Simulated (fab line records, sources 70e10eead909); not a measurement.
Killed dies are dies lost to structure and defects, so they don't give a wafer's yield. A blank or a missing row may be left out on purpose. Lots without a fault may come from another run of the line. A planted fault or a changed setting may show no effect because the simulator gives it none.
Which tool did it? | flow nand_harc | 14 lots, 40 wafers sampled, at 1 step of a route of 1159

WHAT THE GAUGES READ, wafer by wafer
NHARC_A_CONTACT_OVL_MEAS_43. Usual: overlay_x_nm 0.0 nm, standard deviation 0.83; overlay_y_nm -0.1 nm, standard deviation 0.85.
lot  | measured     | on         | overlay_x_nm (nm) | overlay_y_nm (nm) | flag
L112 | day 17 01:27 | overlay-02 | 1.0 0.4 0.1       | -0.5 -0.4 -0.8    |
L113 | day 17 08:46 | overlay-01 | -1.4 -1.5 -1.6    | -1.7 -1.6 -2.1    |
L114 | day 17 09:28 | overlay-02 | -0.6 -0.7 -0.2    | 0.8 0.3 0.1       |
L116 | day 18 02:20 | overlay-02 | -0.1 0.6 -0.5     | 0.5 0.6 0.5       |
L118 | day 18 20:10 | overlay-02 | -0.3 -0.4         | 1.6 1.4           |
L119 | day 19 00:14 | overlay-01 | -0.3 -0.5         | 0.0 -0.4          |
L120 | day 19 03:31 | overlay-02 | 0.6 0.1 0.3       | -0.7 0.5 -0.6     |
L126 | day 20 15:56 | overlay-01 | 0.3 0.7 0.9       | 0.5 0.5 0.1       |
L127 | day 21 14:59 | overlay-01 | -1.1 -0.1 -1.4    | 0.0 0.2 0.0       |
L130 | day 21 20:38 | overlay-01 | -0.9 -0.2 -1.2    | -0.2 0.2 -0.1     |
L128 | day 22 01:14 | overlay-02 | 0.8 0.4 0.4       | -1.8 -2.1 -2.2    |
L131 | day 22 06:45 | overlay-01 | -0.6 -0.1 -0.6    | -0.2 -0.3 -0.4    |
L134 | day 22 18:50 | overlay-01 | -0.3 -0.4 -0.3    | 0.0 -0.2 0.3      |
L135 | day 22 20:57 | overlay-01 | 1.1 1.0 1.0       | 0.9 0.9 1.0       |

WHICH TOOL RAN EACH LOT (tool, then ch and the chambers of the sampled wafers, then the start)
The record holds no process step before these readings.

WHAT THE TOOLS THEMSELVES READ (means of the sampled wafers that have a number; where no wafer has one, the mark that the record gives instead)
The record holds no such reading with a usual standard deviation.

THE ANSWER, worked out from the rows above alone
Rule: a lot is off if the mean of its wafers that have a number lies more than 3 standard deviations from the usual mean. A lot without any number at a reading at which 4 lots or more have one is off too. The other lots that the step has rows for count as sound. The gauges are gone through in route order, then the tools' own readings, and for those a lot's mean is taken as printed above. The first step at which some lot is off is used, and at that step the reading that is off furthest; a lot without a number counts as furthest.
No lot is off at any reading shown: from this, nothing can be told.

WHAT THE SIMULATOR HAD PUT IN
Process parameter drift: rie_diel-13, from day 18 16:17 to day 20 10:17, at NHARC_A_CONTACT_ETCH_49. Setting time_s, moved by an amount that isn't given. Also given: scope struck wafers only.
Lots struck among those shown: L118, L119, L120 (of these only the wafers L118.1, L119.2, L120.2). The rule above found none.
